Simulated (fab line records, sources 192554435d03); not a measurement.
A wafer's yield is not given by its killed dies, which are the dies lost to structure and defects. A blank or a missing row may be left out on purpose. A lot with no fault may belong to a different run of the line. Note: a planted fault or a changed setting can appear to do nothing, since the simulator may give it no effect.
Split-lot study | flow n5-finfet | 39 wafers read from 7 lots, route of 1938 steps

## SPLIT DETAILS
At N5_MOL_CONTACT_COAG_PRECLEAN_111 (cleans in NF3:NH3, afs cycles 1, time 20 s, sublimation time 60 s), the setting time-s was moved away from the recipe's 20 s on 12 of the 39 wafers read, by -40.1% to +42.7%. This setting was run at the recipe's value on the other wafers.

## FROM THE SPLIT TO THE READING: what the file shows between them, 9 steps
- N5_MOL_CONTACT_COAG_TI_SIL_19: material Ti, target thk 4.2 nm, time 15 s
- N5_MOL_CONTACT_COAG_ALD_20: deposits TiN, target thk 1.5 nm, pulse time 1 s, purge time 3 s
- N5_MOL_CONTACT_COAG_PRECLEAN_125: cleans in DIW, time 57.5 s
- N5_MOL_CONTACT_COAG_SRD_126: dry time 32 s
- N5_MOL_CONTACT_COAG_CMP_23: polishes, stops on SiO2, t overpolish 1.5 s, target thk 0 nm
- N5_MOL_CONTACT_COAG_WET_ETCH_26: target Co, target depth 13 nm
- N5_MOL_CONTACT_COAG_WET_ETCH_116: etches the open film in SC1-inhibited, target depth 4.6 nm, rinse time 30 s
- N5_MOL_CONTACT_COAG_ALD_27: deposits SiOC, target thk 17 nm, pulse time 1.5 s, time 2720 s
- N5_MOL_CONTACT_COAG_CMP_28: polishes, stops on SiNx, t overpolish 0.85 s, target thk 14.522 nm

## THE READING
MD_CAP_THK in nanometres, read at N5_MOL_CONTACT_COAG_THK_MEAS_29. On this fab line, fault-free wafers typically give 17.90 nm with a standard deviation of 0.083 nm.

wafer  | tool, chamber at the split | time-s as run, s | against the recipe | MD_CAP_THK, nm | against lot-mates on the recipe
L078.1 | remote-plasma-01, 1        | 20               | recipe             | 17.85          | -
L078.2 | remote-plasma-01, 1        | 20               | recipe             | 17.88          | -
L078.3 | remote-plasma-01, 1        | 20               | recipe             | 17.79          | -
L078.4 | remote-plasma-01, 1        | 20               | recipe             | 17.89          | -
L078.5 | remote-plasma-01, 1        | 20               | recipe             | 17.88          | -
L078.6 | remote-plasma-01, 1        | 20               | recipe             | 17.86          | -
L084.1 | remote-plasma-02, 0        | 20               | recipe             | 17.83          | -
L084.2 | remote-plasma-02, 0        | 11.97            | -40.1%             | 18.09          | +0.25
L084.3 | remote-plasma-02, 0        | 20               | recipe             | 17.87          | -
L084.4 | remote-plasma-02, 0        | 11.97            | -40.1%             | 18.19          | +0.35
L084.5 | remote-plasma-02, 0        | 20               | recipe             | 17.81          | -
L084.6 | remote-plasma-02, 0        | 11.97            | -40.1%             | 18.17          | +0.33
L086.1 | remote-plasma-01, 1        | 20               | recipe             | 17.90          | -
L086.2 | remote-plasma-01, 1        | 26.59            | +32.9%             | 17.67          | -0.25
L086.3 | remote-plasma-01, 1        | 26.59            | +32.9%             | 17.78          | -0.14
L086.4 | remote-plasma-01, 1        | 20               | recipe             | 17.96          | -
L086.5 | remote-plasma-01, 1        | 20               | recipe             | 17.91          | -
L086.6 | remote-plasma-01, 1        | 26.59            | +32.9%             | 17.65          | -0.27
L089.1 | remote-plasma-02, 0        | 28.53            | +42.7%             | 17.61          | -0.36
L089.2 | remote-plasma-02, 0        | 20               | recipe             | 17.99          | -
L089.3 | remote-plasma-02, 0        | 28.53            | +42.7%             | 17.63          | -0.34
L089.4 | remote-plasma-02, 0        | 20               | recipe             | 17.97          | -
L089.5 | remote-plasma-02, 0        | 20               | recipe             | 17.95          | -
L089.6 | remote-plasma-02, 0        | 28.53            | +42.7%             | 17.59          | -0.38
L095.1 | remote-plasma-01, 0        | 20               | recipe             | 18.09          | -
L095.2 | remote-plasma-01, 0        | 25.37            | +26.8%             | 17.76          | -0.31
L095.3 | remote-plasma-01, 0        | 20               | recipe             | 18.05          | -
L095.4 | remote-plasma-01, 0        | 25.37            | +26.8%             | 17.84          | -0.23
L095.5 | remote-plasma-01, 0        | 20               | recipe             | 18.06          | -
L095.6 | remote-plasma-01, 0        | 25.37            | +26.8%             | 17.81          | -0.26
L096.1 | remote-plasma-01, 1        | 20               | recipe             | 17.69          | -
L096.2 | remote-plasma-01, 1        | 20               | recipe             | 17.81          | -
L096.3 | remote-plasma-01, 1        | 20               | recipe             | 17.90          | -
L096.4 | remote-plasma-01, 1        | 20               | recipe             | 17.92          | -
L096.5 | remote-plasma-01, 1        | 20               | recipe             | 17.79          | -
L096.6 | remote-plasma-01, 1        | 20               | recipe             | 17.93          | -
L097.2 | remote-plasma-02, 1        | 20               | recipe             | 17.93          | -
L097.3 | remote-plasma-02, 1        | 20               | recipe             | 17.99          | -
L097.5 | remote-plasma-02, 1        | 20               | recipe             | 18.05          | -

THE FIT
A straight line over all 39 wafers: MD_CAP_THK changes by -0.00615 nm for each +1% of time-s; r = -0.82; the points scatter about the line by 0.084 nm.
The same after taking each lot's own level away (the mean of its wafers on the recipe; 39 wafers): -0.00806 nm for each +1%; r = -0.95; scatter 0.051 nm.
According to that fit, moving time-s by its largest amount changes the reading by 0.34 nm.
Measured against the standard deviation above, the lots' own levels, which go from 17.837 to 18.067 nm, span 2.8 times it.
In other words, the slope is changed by the lot-to-lot level; the two fits disagree.
Check: for one of the wafers moved furthest among these (+42.7%), held out of the fit, the line's prediction against its lot-mates is -0.344 nm. Against them it came out at -0.36 nm.

## OTHER SPLITS APPLIED TO THESE WAFERS
Other splits were also applied to these wafers ahead of the reading. Each is held against what the fit with the lots' levels taken away leaves over:
other split on the same wafers               | wafers away from the commonest value | r with MD_CAP_THK (lot level and that fit taken away)
N5_STI_FIN_REVEAL_ETCHBACK_08 target-depth-a | 15                                   | -0.22
N5_DUMMY_GATE_CVD_03 target-thk-a            | 18                                   | +0.06
N5_SDB_ALD_29 ald-cycles                     | 18                                   | -0.10

## THE WHOLE CHAIN: every reading that the file lists as answering this split, in the file's order
step                             | what it does                                                       | reading                                                                             | change (the file's fit)                 | r (the file's)
N5_MOL_CONTACT_COAG_PRECLEAN_111 | cleans in NF3:NH3, afs cycles 1, time 20 s, sublimation time 60 s  | SiNx_of_SPACER0_ALD_07.thk-nm (the simulator's own value, which no gauge read)      | -0.00884 nm for each +1% of the setting | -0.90
N5_MOL_CONTACT_COAG_PRECLEAN_111 | cleans in NF3:NH3, afs cycles 1, time 20 s, sublimation time 60 s  | SiNx_of_GATE_CUT_SAC_CAP_01.thk-nm (the simulator's own value, which no gauge read) | -0.00979 nm for each +1% of the setting | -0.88
N5_MOL_CONTACT_COAG_CMP_23       | polishes, stops on SiO2, t overpolish 1.5 s, target thk 0 nm       | SiNx_of_GATE_CUT_SAC_CAP_01.thk-nm (the simulator's own value, which no gauge read) | -0.00852 nm for each +1% of the setting | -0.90
N5_MOL_CONTACT_COAG_WET_ETCH_26  | target Co, target depth 13 nm                                      | SiNx_of_GATE_CUT_SAC_CAP_01.thk-nm (the simulator's own value, which no gauge read) | -0.00861 nm for each +1% of the setting | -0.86
N5_MOL_CONTACT_COAG_CMP_28       | polishes, stops on SiNx, t overpolish 0.85 s, target thk 14.522 nm | SiNx_of_GATE_CUT_SAC_CAP_01.thk-nm (the simulator's own value, which no gauge read) | -0.00945 nm for each +1% of the setting | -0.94
N5_MOL_CONTACT_COAG_THK_MEAS_29  |                                                                    | MD_CAP_THK                                                                          | -0.00806 for each +1% of the setting    | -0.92
N5_MOL_CONTACT_COAG_ETCH_47      | etches SiNx in CH3F/O2, stops on W, target depth 27 nm             | etch.depth-nm (the simulator's own value, which no gauge read)                      | -0.00869 nm for each +1% of the setting | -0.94

## FILE'S OWN FIT
MD_CAP_THK changes by -0.00806 nm for each +1% of time-s, r = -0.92.
